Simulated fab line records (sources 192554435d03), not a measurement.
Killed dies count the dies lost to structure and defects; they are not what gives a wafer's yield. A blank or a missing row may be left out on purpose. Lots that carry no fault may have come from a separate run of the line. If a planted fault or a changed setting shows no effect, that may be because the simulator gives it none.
Matching of chambers || flow n5_finfet || 3 sister chambers for N5_BEOL_M11_DEP_56 on pecvd-01
The step deposits SiCN from 3MS/NH3, target thk 30 nm, time 10.5 s. 6 wafers are shown with their chamber, then 12 later ones without.

WAFERS PAIRED WITH THEIR CHAMBERS
{"wafer": "L083.6", "chamber": 2, "throttle_valve_pct (%)": 18.6, "showerhead_plenum_p_Torr (Torr)": 4.134}
{"wafer": "L086.3", "chamber": 1, "throttle_valve_pct (%)": 18.1, "showerhead_plenum_p_Torr (Torr)": 4.120}
{"wafer": "L086.5", "chamber": 0, "throttle_valve_pct (%)": 17.6, "showerhead_plenum_p_Torr (Torr)": 4.146}
{"wafer": "L087.1", "chamber": 0, "throttle_valve_pct (%)": 17.4, "showerhead_plenum_p_Torr (Torr)": 4.137}
{"wafer": "L087.4", "chamber": 1, "throttle_valve_pct (%)": 18.3, "showerhead_plenum_p_Torr (Torr)": 4.129}
{"wafer": "L087.5", "chamber": 2, "throttle_valve_pct (%)": 18.6, "showerhead_plenum_p_Torr (Torr)": 4.139}

WAFERS WHOSE CHAMBER IS MISSING
{"wafer": "L089.1", "throttle_valve_pct (%)": 18.2, "showerhead_plenum_p_Torr (Torr)": 4.124}
{"wafer": "L089.5", "throttle_valve_pct (%)": 18.3, "showerhead_plenum_p_Torr (Torr)": 4.123}
{"wafer": "L089.6", "throttle_valve_pct (%)": 17.2, "showerhead_plenum_p_Torr (Torr)": 4.140}
{"wafer": "L088.2", "throttle_valve_pct (%)": 18.3, "showerhead_plenum_p_Torr (Torr)": 4.115}
{"wafer": "L088.4", "throttle_valve_pct (%)": 18.4, "showerhead_plenum_p_Torr (Torr)": 4.126}
{"wafer": "L088.5", "throttle_valve_pct (%)": 18.1, "showerhead_plenum_p_Torr (Torr)": 4.122}
{"wafer": "L090.3", "throttle_valve_pct (%)": 18.6, "showerhead_plenum_p_Torr (Torr)": 4.134}
{"wafer": "L090.4", "throttle_valve_pct (%)": 17.5, "showerhead_plenum_p_Torr (Torr)": 4.137}
{"wafer": "L090.6", "throttle_valve_pct (%)": 18.3, "showerhead_plenum_p_Torr (Torr)": 4.121}
{"wafer": "L097.1", "throttle_valve_pct (%)": 18.8, "showerhead_plenum_p_Torr (Torr)": 4.133}
{"wafer": "L097.5", "throttle_valve_pct (%)": 17.6, "showerhead_plenum_p_Torr (Torr)": 4.131}
{"wafer": "L097.6", "throttle_valve_pct (%)": 19.0, "showerhead_plenum_p_Torr (Torr)": 4.130}

WHICH CHAMBER EACH WENT THROUGH
{"wafer": "L089.1", "from the rows above": 1, "in truth": 1}
{"wafer": "L089.5", "from the rows above": 1, "in truth": 1}
{"wafer": "L089.6", "from the rows above": 0, "in truth": 0}
{"wafer": "L088.2", "from the rows above": 1, "in truth": 1}
{"wafer": "L088.4", "from the rows above": "can't be placed: 1 or 2", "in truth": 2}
{"wafer": "L088.5", "from the rows above": 1, "in truth": 1}
{"wafer": "L090.3", "from the rows above": 2, "in truth": 2}
{"wafer": "L090.4", "from the rows above": 0, "in truth": 0}
{"wafer": "L090.6", "from the rows above": 1, "in truth": 1}
{"wafer": "L097.1", "from the rows above": 2, "in truth": 2}
{"wafer": "L097.5", "from the rows above": 0, "in truth": 0}
{"wafer": "L097.6", "from the rows above": 2, "in truth": 2}
Correct placement for 11 of the 12. Unplaceable from these rows: 1, with the true chamber sitting among the candidates in 1. Wrongly placed: 0.
How it was worked out, from the rows above alone: a wafer's distance from a chamber is the root of the sum, over the readings, of the square of ((its reading less the chamber's mean) divided by the reading's scatter). If the next closest chamber is less than 2 further off than the closest, the wafer can't be placed; otherwise it belongs to the closest. Each chamber's mean is taken over the wafers shown for it. The scatter is the square root of a quotient: the sum, over the shown wafers, of each reading's squared deviation from its chamber's mean, divided by wafers minus chambers.
